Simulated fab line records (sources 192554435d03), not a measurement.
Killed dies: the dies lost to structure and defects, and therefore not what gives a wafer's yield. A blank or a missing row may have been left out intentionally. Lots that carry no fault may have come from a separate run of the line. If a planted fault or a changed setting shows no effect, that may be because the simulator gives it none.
Lot-split experiment || flow n5 finfet || 21 wafers read from 7 lots, route of 1938 steps

## ABOUT THE SPLIT
At N5_HKMG_FIN_PEB_10 (peb time 60 s), the setting peb time s was moved away from the recipe's 60 s on 8 of the 21 wafers read, by -16.9% to -5.8%. The other wafers ran this setting at the recipe's value.

## FROM SPLIT TO READING: 1 step shown by the file between the two
- N5_HKMG_FIN_DEVELOP_11: develop time 30 s

## THE READING
cd nm (nm) at N5_HKMG_FIN_CD_MEAS_12, where the cd target is 92.8 nm. Fault-free wafers of this fab line usually give 92.3 nm, standard deviation 0.73 nm.

{"wafer": "L080.2", "tool, chamber at the split": "litho track-03, 0", "peb time s as run, s": 55.2, "against the recipe": "-8.0%", "cd nm, nm": 89.9, "against lot-mates on the recipe": -2.2}
{"wafer": "L080.3", "tool, chamber at the split": "litho track-03, 0", "peb time s as run, s": 60, "against the recipe": "recipe", "cd nm, nm": 92.9, "against lot-mates on the recipe": "-"}
{"wafer": "L080.5", "tool, chamber at the split": "litho track-03, 0", "peb time s as run, s": 60, "against the recipe": "recipe", "cd nm, nm": 91.2, "against lot-mates on the recipe": "-"}
{"wafer": "L082.1", "tool, chamber at the split": "litho track-03, 0", "peb time s as run, s": 56.53, "against the recipe": "-5.8%", "cd nm, nm": 90.2, "against lot-mates on the recipe": -2.4}
{"wafer": "L082.4", "tool, chamber at the split": "litho track-03, 0", "peb time s as run, s": 60, "against the recipe": "recipe", "cd nm, nm": 91.0, "against lot-mates on the recipe": "-"}
{"wafer": "L082.6", "tool, chamber at the split": "litho track-03, 0", "peb time s as run, s": 60, "against the recipe": "recipe", "cd nm, nm": 94.2, "against lot-mates on the recipe": "-"}
{"wafer": "L083.1", "tool, chamber at the split": "litho track-03, 0", "peb time s as run, s": 60, "against the recipe": "recipe", "cd nm, nm": 93.3, "against lot-mates on the recipe": "-"}
{"wafer": "L083.3", "tool, chamber at the split": "litho track-03, 0", "peb time s as run, s": 50.35, "against the recipe": "-16.1%", "cd nm, nm": 86.7, "against lot-mates on the recipe": -6.6}
{"wafer": "L083.5", "tool, chamber at the split": "litho track-03, 0", "peb time s as run, s": 50.35, "against the recipe": "-16.1%", "cd nm, nm": 85.2, "against lot-mates on the recipe": -8.1}
{"wafer": "L090.4", "tool, chamber at the split": "litho track-01, 0", "peb time s as run, s": 60, "against the recipe": "recipe", "cd nm, nm": 92.0, "against lot-mates on the recipe": "-"}
{"wafer": "L090.5", "tool, chamber at the split": "litho track-01, 0", "peb time s as run, s": 55.21, "against the recipe": "-8.0%", "cd nm, nm": 89.3, "against lot-mates on the recipe": -2.7}
{"wafer": "L090.6", "tool, chamber at the split": "litho track-01, 0", "peb time s as run, s": 55.21, "against the recipe": "-8.0%", "cd nm, nm": 88.8, "against lot-mates on the recipe": -3.2}
{"wafer": "L091.2", "tool, chamber at the split": "litho track-02, 0", "peb time s as run, s": 49.85, "against the recipe": "-16.9%", "cd nm, nm": 86.0, "against lot-mates on the recipe": -6.7}
{"wafer": "L091.3", "tool, chamber at the split": "litho track-02, 0", "peb time s as run, s": 49.85, "against the recipe": "-16.9%", "cd nm, nm": 85.8, "against lot-mates on the recipe": -6.9}
{"wafer": "L091.6", "tool, chamber at the split": "litho track-02, 0", "peb time s as run, s": 60, "against the recipe": "recipe", "cd nm, nm": 92.7, "against lot-mates on the recipe": "-"}
{"wafer": "L092.1", "tool, chamber at the split": "litho track-02, 0", "peb time s as run, s": 60, "against the recipe": "recipe", "cd nm, nm": 91.5, "against lot-mates on the recipe": "-"}
{"wafer": "L092.3", "tool, chamber at the split": "litho track-02, 0", "peb time s as run, s": 60, "against the recipe": "recipe", "cd nm, nm": 93.5, "against lot-mates on the recipe": "-"}
{"wafer": "L092.6", "tool, chamber at the split": "litho track-02, 0", "peb time s as run, s": 60, "against the recipe": "recipe", "cd nm, nm": 91.5, "against lot-mates on the recipe": "-"}
{"wafer": "L096.1", "tool, chamber at the split": "litho track-02, 0", "peb time s as run, s": 60, "against the recipe": "recipe", "cd nm, nm": 92.0, "against lot-mates on the recipe": "-"}
{"wafer": "L096.5", "tool, chamber at the split": "litho track-02, 0", "peb time s as run, s": 60, "against the recipe": "recipe", "cd nm, nm": 91.0, "against lot-mates on the recipe": "-"}
{"wafer": "L096.6", "tool, chamber at the split": "litho track-02, 0", "peb time s as run, s": 60, "against the recipe": "recipe", "cd nm, nm": 91.4, "against lot-mates on the recipe": "-"}

THE FIT
A straight line over all 21 wafers: cd nm changes by +0.376 nm for each +1% of peb time s; r = +0.94; the points scatter about the line by 0.89 nm.
The same after taking each lot's own level away (the mean of its wafers on the recipe; 21 wafers): +0.419 nm for each +1%; r = +0.96; scatter 0.85 nm.
The reading moves by 7.1 nm for the largest change in peb time s, on that fit.
The lots' own levels span 91.47 to 93.30 nm, that is 2.5 times the standard deviation above.
So the lot-to-lot level changes the slope: the two fits differ.
Check: -7.12 nm against its lot-mates is what the line predicts for one of the wafers moved furthest among these (-16.9%) when that wafer is left out of the fit. Against them it came out at -6.7 nm.

## THE OTHER SPLITS THESE WAFERS WENT THROUGH
Before the reading, these wafers also passed through other splits. Each is held against what the fit with the lots' levels taken away leaves over:
{"other split on the same wafers": "N5_ZERO_LAYER_EXPOSE_08 dose mj", "wafers away from the commonest value": 2, "r with cd nm (lot level and that fit taken away)": -0.29}
{"other split on the same wafers": "N5_ZERO_LAYER_DEVELOP_10 develop time s", "wafers away from the commonest value": 11, "r with cd nm (lot level and that fit taken away)": -0.37}
{"other split on the same wafers": "N5_WELL_APT_PEB_23 peb temp c", "wafers away from the commonest value": 7, "r with cd nm (lot level and that fit taken away)": -0.01}
{"other split on the same wafers": "N5_WELL_APT_DESCUM_30 time s", "wafers away from the commonest value": 5, "r with cd nm (lot level and that fit taken away)": "+0.19"}
{"other split on the same wafers": "N5_DUMMY_GATE_CVD_03 temp c", "wafers away from the commonest value": 6, "r with cd nm (lot level and that fit taken away)": -0.14}
{"other split on the same wafers": "N5_DUMMY_GATE_COAT_28 spin rpm", "wafers away from the commonest value": 7, "r with cd nm (lot level and that fit taken away)": -0.16}
{"other split on the same wafers": "N5_SPACER0_ALD_00 ald cycles", "wafers away from the commonest value": 8, "r with cd nm (lot level and that fit taken away)": "+0.13"}

## THE WHOLE CHAIN: every reading that the file lists as answering this split, in the file's order
{"step": "N5_HKMG_FIN_CD_MEAS_12", "what it does": "target cd 92.8 nm", "reading": "cd nm", "change (the file's fit)": "+0.407 nm for each +1% of the setting", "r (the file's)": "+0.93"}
{"step": "N5_HKMG_FIN_ETCH_67", "what it does": "etches SOC in N2/H2, stops on TiN, target depth 388.9 nm", "reading": "HKMG_FIN.cd nm (the simulator's own value, which no gauge read)", "change (the file's fit)": "+0.565 nm for each +1% of the setting", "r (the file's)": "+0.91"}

## THE FILE'S OWN FIT
cd nm changes by +0.407 nm for each +1% of peb time s, r = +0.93.
